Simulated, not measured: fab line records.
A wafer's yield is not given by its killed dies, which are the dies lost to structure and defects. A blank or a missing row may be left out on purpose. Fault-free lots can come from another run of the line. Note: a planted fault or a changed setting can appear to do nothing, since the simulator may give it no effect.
Which tool did it?    flow n5_finfet    22 lots, 66 wafers sampled, at 3 steps of a route of 1938

== WHAT EACH GAUGE READ, for each wafer ==
N5_HKMG_FIN_INSPECT_61: inspects for defects (macro).
lot   measured     on                 raw_defect_count
L074  day 4 00:08  defect_inspect-02  2 1 2
L075  day 4 06:40  defect_inspect-02  1 0 2
L076  day 4 12:41  defect_inspect-02  0 1 2
L077  day 4 16:55  defect_inspect-01  2 1 3
L078  day 4 23:18  defect_inspect-01  2 2 4
L080  day 5 16:51  defect_inspect-02  2 3 0
L081  day 5 19:06  defect_inspect-02  2 2 0
L082  day 6 00:45  defect_inspect-01  2 6 0
L083  day 6 09:41  defect_inspect-01  3 2 2
L084  day 6 16:26  defect_inspect-01  1 1 1
L086  day 7 02:56  defect_inspect-02  1 4 2
L087  day 7 13:05  defect_inspect-01  2 1 1
L088  day 7 15:04  defect_inspect-02  4 0 2
L089  day 7 20:02  defect_inspect-02  4 2 3
L090  day 8 06:58  defect_inspect-01  4 3 1
L091  day 8 08:12  defect_inspect-01  2 4 3
L092  day 8 18:39  defect_inspect-02  1 1 3
L093  day 8 22:37  defect_inspect-01  2 2 1
L094  day 9 02:42  defect_inspect-02  3 1 2
L095  day 9 08:34  defect_inspect-01  1 2 1
L096  day 9 13:04  defect_inspect-02  1 2 1
L097  day 9 20:41  defect_inspect-01  2 2 1

== WHAT TOOL EACH LOT RAN ON (gives the tool, then ch and the chambers of the sampled wafers, and finally the start) ==
lot   N5_SDB_STRIP_21                    N5_SDB_ALD_29
L074  rie_diel-02 ch 1,3, day 3 18:14    ald_sin-04 ch 0,2,3, day 3 19:29
L075  rie_diel-06 ch 1,2, day 4 00:08    ald_sin-02 ch 0,1,3, day 4 01:52
L076  rie_diel-06 ch 1,2, day 4 07:28    ald_sin-01 ch 1,2,3, day 4 08:02
L077  rie_diel-01 ch 0,1, day 4 11:30    ald_sin-02 ch 0,1,2, day 4 12:05
L078  rie_diel-02 ch 1,2, day 4 17:19    ald_sin-01 ch 0,3, day 4 18:37
L080  rie_diel-06 ch 0,1,2, day 5 10:31  ald_sin-04 ch 1,3, day 5 12:20
L081  rie_diel-06 ch 0,1,3, day 5 13:44  ald_sin-01 ch 0,1,3, day 5 14:25
L082  rie_diel-01 ch 0,1,2, day 5 18:28  ald_sin-04 ch 1,2,3, day 5 19:58
L083  rie_diel-06 ch 0,1, day 6 02:18    ald_sin-02 ch 2,3, day 6 04:50
L084  rie_diel-06 ch 0,2, day 6 10:57    ald_sin-04 ch 1,2,3, day 6 11:32
L086  rie_diel-02 ch 0,1, day 6 21:42    ald_sin-01 ch 0,2,3, day 6 22:17
L087  rie_diel-02 ch 0,1, day 7 07:40    ald_sin-04 ch 1,3, day 7 08:20
L088  rie_diel-02 ch 0, day 7 08:35      ald_sin-01 ch 2,3, day 7 10:19
L089  rie_diel-02 ch 0,2, day 7 14:47    ald_sin-02 ch 0,2,3, day 7 15:22
L090  rie_diel-01 ch 1,3, day 8 01:13    ald_sin-04 ch 0,1,2, day 8 02:27
L091  rie_diel-06 ch 0,1,3, day 8 02:58  ald_sin-02 ch 0,1, day 8 03:34
L092  rie_diel-06 ch 1,2,3, day 8 12:37  ald_sin-04 ch 0,1,3, day 8 14:08
L093  rie_diel-06 ch 1,2,3, day 8 15:53  ald_sin-02 ch 1,2,3, day 8 17:58
L094  rie_diel-01 ch 1,2, day 8 20:01    ald_sin-04 ch 0,1,3, day 8 22:04
L095  rie_diel-01 ch 0,1,3, day 9 03:17  ald_sin-04 ch 0,1,3, day 9 03:52
L096  rie_diel-01 ch 0,1,2, day 9 07:22  ald_sin-01 ch 1,3, day 9 08:05
L097  rie_diel-01 ch 1,2,3, day 9 14:52  ald_sin-04 ch 0,3, day 9 15:58
- N5_SDB_STRIP_21: strips in CF4.
- N5_SDB_ALD_29: deposits SiNx, target thk 30 nm, pulse time 1 s, ald cycles 600.

== AS READ BY THE TOOLS THEMSELVES (means over the sampled wafers that have a number; for cases with no such wafer, the mark the record gives instead) ==
N5_SDB_STRIP_21.
lot   tool         drypump_motor_current_A (A)  oes_product_au (a.u.)  rf_vpp_V (V)  showerhead_plenum_p_Torr (Torr)  throttle_valve_pct (%)
L074  rie_diel-02  6.1                          0.70                   269.0         1.72                             13.55
L075  rie_diel-06  5.3                          0.89                   270.5         1.83                             13.54
L076  rie_diel-06  5.3                          0.88                   271.1         1.83                             13.54
L077  rie_diel-01  6.5                          0.74                   270.7         1.78                             13.81
L078  rie_diel-02  5.4                          0.68                   269.0         1.70                             13.83
L080  rie_diel-06  5.3                          0.80                   269.8         1.78                             13.60
L081  rie_diel-06  5.2                          0.73                   270.0         1.76                             13.59
L082  rie_diel-01  5.9                          0.73                   271.3         1.79                             13.70
L083  rie_diel-06  5.1                          0.77                   270.7         1.77                             13.50
L084  rie_diel-06  5.5                          0.80                   270.6         1.78                             13.78
L086  rie_diel-02  5.4                          0.70                   268.2         1.71                             13.72
L087  rie_diel-02  5.4                          0.70                   268.5         1.71                             13.74
L088  rie_diel-02  5.6                          0.73                   268.6         1.72                             13.70
L089  rie_diel-02  5.5                          0.81                   271.5         1.78                             13.58
L090  rie_diel-01  6.3                          0.92                   270.3         1.77                             13.51
L091  rie_diel-06  5.2                          0.89                   271.8         1.83                             13.26
L092  rie_diel-06  5.2                          0.85                   271.6         1.80                             13.43
L093  rie_diel-06  5.2                          0.84                   270.8         1.80                             13.42
L094  rie_diel-01  5.6                          0.96                   269.4         1.77                             13.20
L095  rie_diel-01  6.3                          0.86                   270.2         1.78                             13.53
L096  rie_diel-01  5.9                          0.88                   271.2         1.78                             13.38
L097  rie_diel-01  6.0                          0.92                   271.0         1.77                             13.38

N5_SDB_ALD_29.
lot   tool        heater_power_w (W)  precursor_pulse_height_rel
L074  ald_sin-04  809                 0.995
L075  ald_sin-02  866                 0.979
L076  ald_sin-01  820                 1.009
L077  ald_sin-02  839                 1.027
L078  ald_sin-01  821                 1.002
L080  ald_sin-04  818                 1.006
L081  ald_sin-01  786                 1.002
L082  ald_sin-04  814                 0.989
L083  ald_sin-02  799                 0.971
L084  ald_sin-04  834                 0.997
L086  ald_sin-01  854                 0.992
L087  ald_sin-04  812                 1.000
L088  ald_sin-01  870                 0.992
L089  ald_sin-02  841                 1.004
L090  ald_sin-04  819                 1.005
L091  ald_sin-02  858                 0.996
L092  ald_sin-04  805                 0.990
L093  ald_sin-02  802                 0.985
L094  ald_sin-04  832                 0.999
L095  ald_sin-04  818                 0.997
L096  ald_sin-01  779                 0.989
L097  ald_sin-04  815                 1.011

== THE ANSWER, worked out from the rows above alone ==
Rule: the usual values come from the lots themselves. The widest of any qualifying gaps counts: lots, ordered by their means at a reading, are off when they make up no more than a third of the lots, leave a main group of 4 or more, and stand apart from it by 3 or more times the standard deviation of that group's means. If all means in a main group match to the digits the tables above print for the reading, that group is not used. A lot without any number at a reading at which 4 lots or more have one is off too. All remaining lots with rows at the step are treated as sound. First the gauges in route order, then the tools' own readings, where a lot's mean is used as printed above. The first step at which some lot is off is used, and at that step the reading that is off furthest; a lot without a number counts as furthest.
Across all readings shown, no lot is off: no conclusion can be drawn from this.

== WHAT HAD BEEN PUT IN BY THE SIMULATOR ==
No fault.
